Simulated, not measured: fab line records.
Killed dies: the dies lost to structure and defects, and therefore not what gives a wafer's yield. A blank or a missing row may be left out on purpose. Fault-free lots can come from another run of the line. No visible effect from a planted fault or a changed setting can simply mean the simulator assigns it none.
Split-lot trial | flow n5_finfet | 39 wafers read across 7 lots, on a route 1938 steps long

== SPLIT DETAILS ==
At N5_DUMMY_GATE_ETCH_37 (etches SOC in N2/H2, target depth 60 nm, overetch 30 nm), the setting source_w was moved away from the recipe's 840 W on 15 of the 39 wafers read, by -18.5% to +18.0%. This setting was run at the recipe's value on the other wafers.

The reading comes from the split's own step.

== THE READING ==
rf_vpp_V, in V, at N5_DUMMY_GATE_ETCH_37 (etches SOC in N2/H2, target depth 60 nm, overetch 30 nm). A value of 525 V with a standard deviation of 3.2 V is what fault-free wafers of this fab line usually give.

wafer  | tool, chamber at the split | source_w as run, W | against the recipe | rf_vpp_V, V | against lot-mates on the recipe
L076.1 | rie_diel-02, 2             | 990.8              | +18.0%             | 491         | -28
L076.2 | rie_diel-02, 1             | 840                | recipe             | 520         | -
L076.3 | rie_diel-02, 0             | 990.8              | +18.0%             | 498         | -21
L076.4 | rie_diel-02, 3             | 990.8              | +18.0%             | 501         | -18
L076.5 | rie_diel-02, 1             | 840                | recipe             | 520         | -
L076.6 | rie_diel-02, 2             | 840                | recipe             | 518         | -
L081.1 | rie_diel-01, 2             | 920.9              | +9.6%              | 504         | -22
L081.2 | rie_diel-01, 3             | 920.9              | +9.6%              | 508         | -18
L081.3 | rie_diel-01, 0             | 840                | recipe             | 527         | -
L081.4 | rie_diel-01, 1             | 840                | recipe             | 527         | -
L081.5 | rie_diel-01, 3             | 840                | recipe             | 525         | -
L081.6 | rie_diel-01, 0             | 920.9              | +9.6%              | 510         | -16
L085.1 | rie_diel-02, 2             | 956.6              | +13.9%             | 497         | -27
L085.2 | rie_diel-02, 0             | 840                | recipe             | 523         | -
L085.3 | rie_diel-02, 3             | 840                | recipe             | 528         | -
L085.4 | rie_diel-02, 1             | 840                | recipe             | 521         | -
L085.5 | rie_diel-02, 2             | 956.6              | +13.9%             | 497         | -27
L085.6 | rie_diel-02, 1             | 956.6              | +13.9%             | 498         | -26
L087.1 | rie_diel-03, 2             | 895.9              | +6.7%              | 516         | -8
L087.2 | rie_diel-03, 3             | 895.9              | +6.7%              | 516         | -8
L087.3 | rie_diel-03, 0             | 895.9              | +6.7%              | 511         | -13
L087.4 | rie_diel-03, 1             | 840                | recipe             | 524         | -
L087.5 | rie_diel-03, 1             | 840                | recipe             | 525         | -
L087.6 | rie_diel-03, 0             | 840                | recipe             | 524         | -
L094.1 | rie_diel-01, 1             | 840                | recipe             | 527         | -
L094.2 | rie_diel-01, 3             | 684.8              | -18.5%             | 560         | +31
L094.3 | rie_diel-01, 2             | 840                | recipe             | 530         | -
L094.4 | rie_diel-01, 0             | 684.8              | -18.5%             | 563         | +34
L094.5 | rie_diel-01, 2             | 840                | recipe             | 530         | -
L094.6 | rie_diel-01, 1             | 684.8              | -18.5%             | 564         | +35
L095.2 | rie_diel-02, 1             | 840                | recipe             | 520         | -
L095.4 | rie_diel-02, 3             | 840                | recipe             | 529         | -
L095.6 | rie_diel-02, 0             | 840                | recipe             | 524         | -
L096.1 | rie_diel-03, 0             | 840                | recipe             | 523         | -
L096.2 | rie_diel-03, 3             | 840                | recipe             | 527         | -
L096.3 | rie_diel-03, 1             | 840                | recipe             | 523         | -
L096.4 | rie_diel-03, 2             | 840                | recipe             | 529         | -
L096.5 | rie_diel-03, 0             | 840                | recipe             | 524         | -
L096.6 | rie_diel-03, 1             | 840                | recipe             | 523         | -

THE FIT
A straight line over all 39 wafers: rf_vpp_V changes by -1.85 V for each +1% of source_w; r = -0.98; the points scatter about the line by 3.6 V.
The same after taking each lot's own level away (the mean of its wafers on the recipe; 39 wafers): -1.66 V for each +1%; r = -0.97; scatter 3.5 V.
Per that fit: largest source_w move, reading shift of 31 V.
The lots' own levels span 519.3 to 529.0 V, that is 3.0 times the standard deviation above.
Hence the slope depends on the lot-to-lot level, as the two fits are not the same.
Check: with one of the wafers moved furthest among these (-18.5%) left out of the fit, the line predicts +31.1 V for it against its lot-mates. It came out at +31 V against them.
Tool readings at the split's step, against how far the setting was moved: rf_vpp_V r = -0.98.

== FURTHER SPLITS ON THESE WAFERS ==
Note: prior to the reading, these wafers also went through further splits. Each is held against what the fit with the lots' levels taken away leaves over:
other split on the same wafers | wafers away from the commonest value | r with rf_vpp_V (lot level and that fit taken away)
N5_FIN_SAQP_EXPOSE_13 dose_mj  | 18                                   | -0.07

== THE FILE'S OWN FIT ==
rf_vpp_V changes by -1.65 V for each +1% of source_w, r = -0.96.
